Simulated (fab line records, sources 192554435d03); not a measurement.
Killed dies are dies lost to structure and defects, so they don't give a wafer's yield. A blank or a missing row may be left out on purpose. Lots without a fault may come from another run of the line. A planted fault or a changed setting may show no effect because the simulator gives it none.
A struck lot beside a sound one | flow n5_finfet | 17 steps out of a route of 1938
Sound: wafers L713.2, L713.5, L713.6. Struck: wafer L703.6. (L703.3 of the same lot was not struck and is left out.) The cause comes at the end.
At each step with rows: each side's tool, then ch and its chambers, then its first start. Under that, the readings that differ: sound wafers | struck wafers | difference of the means | sigmas: that difference in standard deviations of wafers without a fault.
alike: readings whose means differ by less than 2 such deviations, and words and numbers that are the same on both sides. not compared: withheld readings, readings that some wafer has no value for, bounds like >300 that may hide the same value, and numbers for which the record gives no deviation and whose values overlap.
The two part at a step that has a row with sigmas, a row that says differs or no value, or rows on one side only. Numbers that don't overlap but have no deviation are shown without sigmas and don't part them. A reading that every wafer of one side lacks parts them only if that side has two wafers or more.

first, 5 steps without rows for these wafers: N5_SD_EPI_P_EBR_05; N5_SD_EPI_P_SOFTBAKE_04 (time 60 s); N5_SD_EPI_P_EXPOSE_06 (exposes mask SD P BLK, target cd 240 nm); N5_SD_EPI_P_PEB_07 (peb time 60 s); N5_SD_EPI_P_DEVELOP_08 (develop time 30 s).
N5_SD_EPI_P_CD_MEAS_09: target cd 240 nm.
  sound on cd_sem-02 ch 0, day 8 12:25; struck on cd_sem-01 ch 0, day 5 22:49
  alike: cd_nm
N5_SD_EPI_P_OVL_MEAS_10:
  sound on overlay-02 ch 0, day 8 12:26; struck on overlay-01 ch 0, day 5 22:51
  alike: SD_P_BLK_OVL
N5_SD_EPI_P_INSPECT_11: inspects for defects (macro).
  sound on defect_inspect-02, day 8 12:28; struck on defect_inspect-01, day 5 22:53
  alike: raw_defect_count
N5_SD_EPI_P_DESCUM_14: chemistry O2, time 7.9 s.
  sound on rie_diel-05 ch 0,3, day 8 12:29; struck on rie_diel-05 ch 1, day 5 22:55
  alike: drypump_motor_current_A, oes_product_au, rf_vpp_V, showerhead_plenum_p_Torr, temp_c, throttle_valve_pct
  not compared: rf_hours_counter_h
N5_SD_EPI_P_ETCH_36: etches SiARC in CF4, target depth 45.5 nm, time 75.8 s.
  sound on rie_diel-05 ch 0,3, day 8 12:32; struck on rie_diel-05 ch 1, day 5 22:57
  alike: bias_w, drypump_motor_current_A, etch_rf_on_time_s, oes_product_au, rf_vpp_V, showerhead_plenum_p_Torr, throttle_valve_pct
  not compared: rf_hours_counter_h
N5_SD_EPI_P_ETCH_37: etches SOC in N2/H2, overetch 108 nm, time 486 s.
  sound on rie_diel-05 ch 0,3, day 8 12:35; struck on rie_diel-05 ch 1, day 5 23:00
  alike: bias_w, drypump_motor_current_A, oes_product_au, rf_vpp_V, showerhead_plenum_p_Torr, temp_c, throttle_valve_pct
  not compared: rf_hours_counter_h
then, 1 step without rows for these wafers: N5_SD_EPI_P_STRIP_38 (strips in N2/H2).
N5_SD_EPI_P_ETCHBACK_46: etches SiNx in CH3F/O2, stops on SiO2, target depth 17.5 nm.
  sound on rie_diel-05 ch 0,3, day 8 12:55; struck on rie_diel-05 ch 1, day 5 23:20
  reading                                     | sound          | struck | difference | sigmas
  model.SiARC_of_SD_EPI_P_COAT_35.thk_nm (nm) | 15.6 14.8 15.8 | 16     | +1         |
  alike: bias_w, drypump_motor_current_A, oes_ar_750_au, oes_product_au, rf_vpp_V, showerhead_plenum_p_Torr, throttle_valve_pct
  not compared: rf_hours_counter_h
N5_SD_EPI_P_ETCH_47: etches SiOCN in CH3F/O2, target depth 25 nm.
  sound on rie_diel-05 ch 0,3, day 8 13:01; struck on rie_diel-05 ch 1, day 5 23:26
  alike: bias_w, drypump_motor_current_A, oes_ar_750_au, oes_product_au, rf_vpp_V, showerhead_plenum_p_Torr, throttle_valve_pct
  not compared: rf_hours_counter_h
N5_SD_EPI_P_ETCH_16: etches SiO2 in CHF3/O2, target depth 5 nm.
  sound on rie_diel-05 ch 0,3, day 8 13:07; struck on rie_diel-05 ch 1, day 5 23:32
  alike: bias_w, drypump_motor_current_A, oes_ar_750_au, oes_product_au, rf_vpp_V, showerhead_plenum_p_Torr, throttle_valve_pct
  not compared: rf_hours_counter_h, model.SiARC_of_SD_EPI_P_COAT_35.thk_nm
then, 1 step without rows for these wafers: N5_SD_EPI_P_STRIP_50 (strips in CHF3/O2).
-- the record jumps here: 5 days lie between the struck wafers' starts before and after (it left off in module SD_EPI_P and takes up again in module BEOL_M4, whose first step shown is number 1111 of the route) --
N5_BEOL_M4_RC_MEAS_101:
  sound on prober-02 ch 0, day 13 08:46; struck on prober-01 ch 0, day 10 20:26
  reading       | sound       | struck | difference | sigmas
  ION_N (uA/um) | 665 667 667 | 696    | +30        | +2
  ION_P (uA/um) | 457 469 461 | 481    | +19        | +2
  alike: DIBL_N, DIBL_P, IOFF_N, IOFF_P, SS_N, SS_P, VT_N, VT_P

WHERE THEY PART
Only at N5_BEOL_M4_RC_MEAS_101, within this record.

WHY: what the simulator had put in
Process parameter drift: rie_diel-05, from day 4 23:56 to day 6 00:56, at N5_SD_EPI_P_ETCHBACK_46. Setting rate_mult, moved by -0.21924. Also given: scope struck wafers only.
